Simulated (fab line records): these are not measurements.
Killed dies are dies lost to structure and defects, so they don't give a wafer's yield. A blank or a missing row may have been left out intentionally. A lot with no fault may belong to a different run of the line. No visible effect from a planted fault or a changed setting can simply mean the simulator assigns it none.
Matching of chambers	flow nand harc	4 sister chambers for NHARC_A_STAIRCASE_TRIM_229 on rie diel-11
The step chemistry O2, time 211.2 s. 8 wafers are shown with their chamber, then 11 later ones without.

== WAFERS WITH THEIR CHAMBER ==
wafer	chamber	drypump motor current A (A)	showerhead plenum p Torr (Torr)
L085.1	3	5.4	3.27
L085.3	0	6.5	3.58
L087.1	1	5.5	3.39
L087.5	1	5.5	3.39
L087.6	0	6.5	3.57
L091.3	3	5.5	3.27
L091.6	2	5.4	3.62
L089.1	2	5.4	3.62

== WAFERS WHOSE CHAMBER IS MISSING ==
wafer	drypump motor current A (A)	showerhead plenum p Torr (Torr)
L089.2	5.4	3.27
L089.4	5.5	3.39
L088.1	5.5	3.39
L088.4	5.4	3.62
L088.6	5.5	3.39
L090.1	6.6	3.57
L090.3	5.5	3.39
L090.6	5.5	3.39
L095.1	5.5	3.39
L095.3	5.4	3.26
L095.4	6.5	3.57

== THE CHAMBER EACH PASSED THROUGH ==
wafer	from the rows above	in truth
L089.2	3	3
L089.4	1	1
L088.1	1	1
L088.4	2	2
L088.6	1	1
L090.1	0	0
L090.3	1	1
L090.6	1	1
L095.1	1	1
L095.3	3	3
L095.4	0	0
Placed correctly: 11 of 11. Left unplaced by these rows: 0. 0 placed wrongly.
How it was worked out, from the rows above alone: a wafer's distance from a chamber is the root of the sum, over the readings, of the square of ((its reading less the chamber's mean) divided by the reading's scatter). If the next closest chamber is less than 2 further off than the closest, the wafer can't be placed; otherwise it belongs to the closest. A chamber's mean is the mean of its shown wafers. The scatter is the square root of a quotient: the sum, over the shown wafers, of each reading's squared deviation from its chamber's mean, divided by wafers minus chambers.
